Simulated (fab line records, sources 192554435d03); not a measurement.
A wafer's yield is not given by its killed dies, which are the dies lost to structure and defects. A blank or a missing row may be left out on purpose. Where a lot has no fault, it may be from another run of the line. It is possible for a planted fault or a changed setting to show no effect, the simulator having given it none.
fab line records | flow n5-finfet
record: lots: 5 wafers: 15 last-day: 19
route steps=1938 shown BEOL_M9@1405
lots with no fault: from the same line, run without faults
start-h: hours from the record's opening day to when the first of the lot's shown wafers began | wait-h: how many hours have passed since the lot's step before this one | " unchanged from the row above | L1.1+2: one row covering several wafers at once | - no value, or no start given | * or withheld: withheld | < > ~ a bound
route shown NAME@n: names a module that has steps shown in the file, with the first one's number in the route | usual: mean/standard deviation of fault-free wafers | same: alike in all rows | chamber/n: place in a boat | sites: each site's reading | _std_site: standard deviation across them | _edge_site: the outer-site mean with the inner-site mean subtracted | radius-mm: for every site, how far away it sits from the centre of the wafer | mask NAME#n: copy n | behind: the tool/chamber that last shaped the wafer | hold: cause of the lot's hold/its duration in hours/its outcome | device: the n, p or np transistor that did not switch | end of line: tests of these same wafers at the route's end | step lacking rows: just its recipe | killed: dies lost to structure and defects at the first sort, not the wafer's yield | map: shows each die of a wafer: x if killed, . if not, _ if none is there
set.NAME: the run value of the setting; set.NAME@STEP: its run value at that earlier step | model.NAME: the simulator's own value behind a step, which no gauge read
a table for each step, a row for each wafer; lots at some steps of the route
services: when a tool's chamber went out of use (start-h, in hours from the record's first day, below 0 if earlier), for how many hours, and the reason
== steps ==
step: N5_BEOL_M9_HM_DEP_02
recipe: material: TiN target-thk-a: 200 temp-c: 25 chamber-pressure-pa: 0.49996
usual: substrate-temp-c: 25.00/0.11 throttle-valve-pct: 29.8/1
columns lot.wafer tool chamber start-h wait-h substrate-temp-c throttle-valve-pct
L651.1 pvd-sputter-03 - 322.06 0.7 24.95 31.1
L651.2 " - " " 25.12 30.7
L651.4 " - " " 24.84 29.9
L653.1 pvd-sputter-02 - 335.59 0.8 25.04 30.7
L653.4 " - " " 25.14 29.9
L653.5 " - " " 25.10 30.0
L655.1 pvd-sputter-02 - 350.37 1.9 24.86 30.3
L655.2 " - " " 25.01 31.0
L655.4 " - " " 24.98 30.1
L654.1 pvd-sputter-03 - 354.00 1.1 25.19 31.1
L654.2 " - " " 25.05 28.9
L654.6 " - " " 25.01 30.6
L646.3 pvd-sputter-01 - 396.73 3.7 24.95 28.7
L646.4 " - " " 24.92 30.2
L646.5 " - " " 24.86 29.4
step: N5_BEOL_M9_COAT_59
recipe: resist: SOC temp-c: 250 time-s: 60 spin-rpm: 1500 resist-thk-nm: 100
step: N5_BEOL_M9_COAT_60
recipe: resist: SiARC temp-c: 220 time-s: 60 spin-rpm: 1500 resist-thk-nm: 30
step: N5_BEOL_M9_COAT_05
recipe: resist: CAR-ArF spin-rpm: 1500 resist-thk-nm: 90
step: N5_BEOL_M9_EBR_07
recipe: solvent: PGMEA ebr-width-mm: 1.5
step: N5_BEOL_M9_SOFTBAKE_06
recipe: temp-c: 110 time-s: 60 resist: CAR-ArF
step: N5_BEOL_M9_EXPOSE_08
recipe: mask-id: M9 na: 1.35 source-shape: dipole sigma-inner: 0.411 sigma-outer: 0.611 polarization: te dose-mj: 53.75
step: N5_BEOL_M9_PEB_09
recipe: peb-temp-c: withheld peb-time-s: 60 resist: CAR-ArF
step: N5_BEOL_M9_DEVELOP_10
recipe: develop-time-s: 30 developer: TMAH resist: CAR-ArF rinse-liquid: diw dry: air-spin dev-temp-c: 23
step: N5_BEOL_M9_CD_MEAS_11
recipe: target-cd-nm: 64.1 landing-energy-ev: 500 detector: se-inlens polarity: opening
usual: cd-nm: 64.2/0.45
columns lot.wafer tool chamber start-h wait-h cd-nm
L651.1 cd-sem-02 0 322.56 - 64.1
L651.2 " 0 " " 64.2
L651.4 " 0 " " 64.8
L653.1 cd-sem-01 0 336.09 - 64.3
L653.4 " 0 " " 63.2
L653.5 " 0 " " 64.4
L655.1 cd-sem-02 0 350.86 - 64.0
L655.2 " 0 " " 64.1
L655.4 " 0 " " 64.6
L654.1 cd-sem-02 0 354.37 - 64.8
L654.2 " 0 " " 65.0
L654.6 " 0 " " 64.7
L646.3 cd-sem-03 0 397.26 - 64.2
L646.4 " 0 " " 63.9
L646.5 " 0 " " 64.2
step: N5_BEOL_M9_OVL_MEAS_12
recipe: points-per-wafer: 44
usual: M9_OVL: -0.4/0.84
columns lot.wafer tool chamber start-h wait-h M9_OVL[nm]
L651.1 overlay-01 0 322.59 0.0 -0.3
L651.2 " 0 " " -0.2
L651.4 " 0 " " 0.6
L653.1 overlay-01 0 336.12 0.0 -1.2
L653.4 " 0 " " -0.5
L653.5 " 0 " " -0.6
L655.1 overlay-02 0 350.89 0.0 -0.1
L655.2 " 0 " " -1.7
L655.4 " 0 " " -1.4
L654.1 overlay-01 0 354.40 0.0 1.0
L654.2 " 0 " " 1.4
L654.6 " 0 " " -0.3
L646.3 overlay-01 0 397.29 0.0 0.2
L646.4 " 0 " " -0.6
L646.5 " 0 " " -0.3
step: N5_BEOL_M9_INSPECT_13
recipe: mode: adi inspect-instrument: brightfield
usual: raw-defect-count: 424/97
columns lot.wafer tool chamber start-h wait-h raw-defect-count
L651.1 defect-inspect-01 - 322.61 0.0 571
L651.2 " - " " 374
L651.4 " - " " 508
L653.1 defect-inspect-01 - 336.15 0.0 548
L653.4 " - " " 397
L653.5 " - " " 438
L655.1 defect-inspect-02 - 350.92 0.0 359
L655.2 " - " " 504
L655.4 " - " " 462
L654.1 defect-inspect-02 - 354.43 0.0 393
L654.2 " - " " 340
L654.6 " - " " 434
L646.3 defect-inspect-02 - 397.31 0.0 315
L646.4 " - " " 379
L646.5 " - " " 280
step: N5_BEOL_M9_DESCUM_16
recipe: chemistry: O2 time-s: 7.9 source-power-w: 50 bias-power-w: 20 pressure-mtorr: 20 rf-frequency-hz: 2.712e+07 temp-c: 40 resist: CAR-ArF o2-flow-sccm: 225
usual: drypump-motor-current-A: 5.9/0.56 oes-product-au: 0.79/0.075 rf-vpp-V: 243.1/1.4 showerhead-plenum-p-Torr: 2.09/0.067 throttle-valve-pct: 20.56/0.2
columns lot.wafer tool chamber start-h wait-h drypump-motor-current-A oes-product-au rf-hours-counter-h rf-vpp-V showerhead-plenum-p-Torr throttle-valve-pct model.CAR-ArF_of_BEOL_M9_COAT_05.thk-nm
L651.1 rie-diel-06 3 322.64 0.0 5.2 0.78 96 243.9 2.12 20.82 83.6
L651.2 " 2 " " 6.4 0.74 191 241.1 1.99 20.53 83.8
L651.4 " 0 " " 6.4 0.92 6 243.5 2.15 20.51 83.8
L653.1 rie-diel-06 2 336.18 0.0 6.4 0.73 195 241.2 1.99 20.56 83.6
L653.4 " 1 " " 5.2 0.90 28 244.9 2.14 20.27 83.8
L653.5 " 3 " " 5.2 0.76 - 243.0 2.12 20.83 84
L655.1 rie-diel-01 2 351.38 0.5 6.4 0.82 68 246.7 2.20 20.62 83.6
L655.2 " 1 " " 6.3 0.72 195 241.5 2.09 20.57 83.6
L655.4 " 3 " " 6.0 0.86 57 243.0 2.04 20.58 83.4
L654.1 rie-diel-06 1 354.59 0.2 5.2 0.89 35 244.7 2.14 20.28 83.8
L654.2 " 2 " " 6.4 0.73 202 241.5 1.99 20.56 84.4
L654.6 " 3 " " 5.2 0.77 - 243.4 2.12 20.83 83.8
L646.3 rie-diel-03 3 397.46 0.1 5.4 0.81 101 243.9 2.11 20.57 83.4
L646.4 " 2 " " 5.0 0.72 - 245.0 2.16 20.53 83
L646.5 " 1 " " 6.1 0.70 - 241.6 1.99 20.14 82.8
step: N5_BEOL_M9_ETCH_61
recipe: chemistry: CF4 target: SiARC target-depth-a: 390 mask-material: CAR-ArF time-s: 65 ion-energy-ev: 80 pressure-mtorr: 40 source-w: 545 bias-w: 36 Ar_flow_sccm: 100 cf4-flow-sccm: 100 ends: cleared
usual: drypump-motor-current-A: 5.9/0.56 etch-rf-on-time-s: 64.8/1.1 oes-product-au: 0.68/0.064 rf-vpp-V: 184.0/1.1 showerhead-plenum-p-Torr: 2.14/0.066 throttle-valve-pct: 15.71/0.2
columns lot.wafer tool chamber start-h wait-h drypump-motor-current-A etch-rf-on-time-s oes-product-au rf-hours-counter-h rf-vpp-V showerhead-plenum-p-Torr throttle-valve-pct model.CAR-ArF_of_BEOL_M9_COAT_05.thk-nm
L651.1 rie-diel-06 3 322.68 0.0 5.2 65.3 0.66 96 184.2 2.15 15.84 55.6
L651.2 " 2 " " 6.4 65.5 0.63 191 183.0 2.05 15.77 55.6
L651.4 " 0 " " 6.4 63.7 0.80 6 183.5 2.19 15.55 55.6
L653.1 rie-diel-06 2 336.21 0.0 6.4 65.2 0.63 195 183.6 2.05 15.78 55.6
L653.4 " 1 " " 5.2 64.2 0.77 28 184.3 2.18 15.41 55.6
L653.5 " 3 " " 5.2 65.0 0.66 - 183.2 2.15 15.85 56
L655.1 rie-diel-01 2 351.42 0.0 6.4 63.2 0.71 68 185.5 2.26 15.84 55.4
L655.2 " 1 " " 6.2 65.1 0.61 195 183.9 2.13 15.71 55.6
L655.4 " 3 " " 6.0 63.9 0.74 57 183.3 2.08 15.68 55.4
L654.1 rie-diel-06 1 354.62 0.0 5.2 64.2 0.76 35 183.4 2.17 15.39 55.6
L654.2 " 2 " " 6.4 65.4 0.63 202 182.2 2.05 15.79 56.2
L654.6 " 3 " " 5.2 65.1 0.66 - 183.6 2.15 15.88 55.8
L646.3 rie-diel-03 3 397.49 0.0 5.3 66.2 0.68 101 184.8 2.15 15.71 55.2
L646.4 " 2 " " 5.0 67.0 0.61 - 183.5 2.21 15.81 55
L646.5 " 1 " " 6.1 63.9 0.60 - 183.9 2.04 15.39 55
step: N5_BEOL_M9_ETCH_62
recipe: chemistry: N2/H2 target: SOC target-depth-a: 1100 overetch-a: 220 mask-material: SiARC temp-c: 40 time-s: 165 ion-energy-ev: 200 pressure-mtorr: 30 source-w: 840 bias-w: 150 n2-flow-sccm: 200 h2-flow-sccm: 200
usual: drypump-motor-current-A: 5.9/0.56 oes-product-au: 0.67/0.059 rf-vpp-V: 523.6/2.5 showerhead-plenum-p-Torr: 2.53/0.084 throttle-valve-pct: 17.95/0.19
columns lot.wafer tool chamber start-h wait-h drypump-motor-current-A oes-product-au rf-hours-counter-h rf-vpp-V showerhead-plenum-p-Torr throttle-valve-pct
L651.1 rie-diel-06 3 322.73 0.0 5.2 0.66 96 524.3 2.56 18.16
L651.2 " 2 " " 6.4 0.63 191 520.3 2.42 17.99
L651.4 " 0 " " 6.4 0.79 6 526.2 2.60 17.87
L653.1 rie-diel-06 2 336.26 0.0 6.4 0.63 195 520.5 2.42 18.01
L653.4 " 1 " " 5.2 0.75 28 524.9 2.59 17.62
L653.5 " 3 " " 5.2 0.66 - 524.9 2.56 18.16
L655.1 rie-diel-01 2 351.47 0.0 6.4 0.69 68 527.1 2.69 18.16
L655.2 " 1 " " 6.3 0.61 195 522.4 2.52 17.92
L655.4 " 3 " " 6.0 0.72 57 521.0 2.47 17.88
L654.1 rie-diel-06 1 354.67 0.0 5.2 0.74 35 525.1 2.59 17.64
L654.2 " 2 " " 6.4 0.62 202 521.8 2.42 18.02
L654.6 " 3 " " 5.2 0.65 - 523.8 2.56 18.17
L646.3 rie-diel-03 3 397.54 0.0 5.4 0.69 101 524.4 2.57 17.96
L646.4 " 2 " " 5.0 0.61 - 525.9 2.62 17.96
L646.5 " 1 " " 6.1 0.59 - 521.4 2.41 17.71
== services ==
columns tool chamber start-h hours kind
rie-diel-03 0 385.10 - clean
rie-diel-03 0 385.10 - consumable-replace:focus-ring
rie-diel-03 0 385.10 14.8 scheduled-down
rie-diel-03 0 385.10 14.8 vent-cycle
== key ==
first-sign none at tools or gauges
model-effect: step: N5_BEOL_M9_DESCUM_16 value: CAR-ArF_of_BEOL_M9_COAT_05.thk-nm without: 83.8 struck: 84.4
model-effect: step: N5_BEOL_M9_ETCH_61 value: CAR-ArF_of_BEOL_M9_COAT_05.thk-nm without: 55.8 struck: 56.2
met-at N5_BEOL_M9_DESCUM_16
struck-wafers L654.2
onset-between 336.18 354.59
fault: kind: process-parameter-drift tool: rie-diel-06 chamber: - onset-h: 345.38 steps: N5_BEOL_M9_DESCUM_16 channel: time-s offset: * shape: step end-h: 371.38 scope: struck-wafers-only acts-in: * stated: *
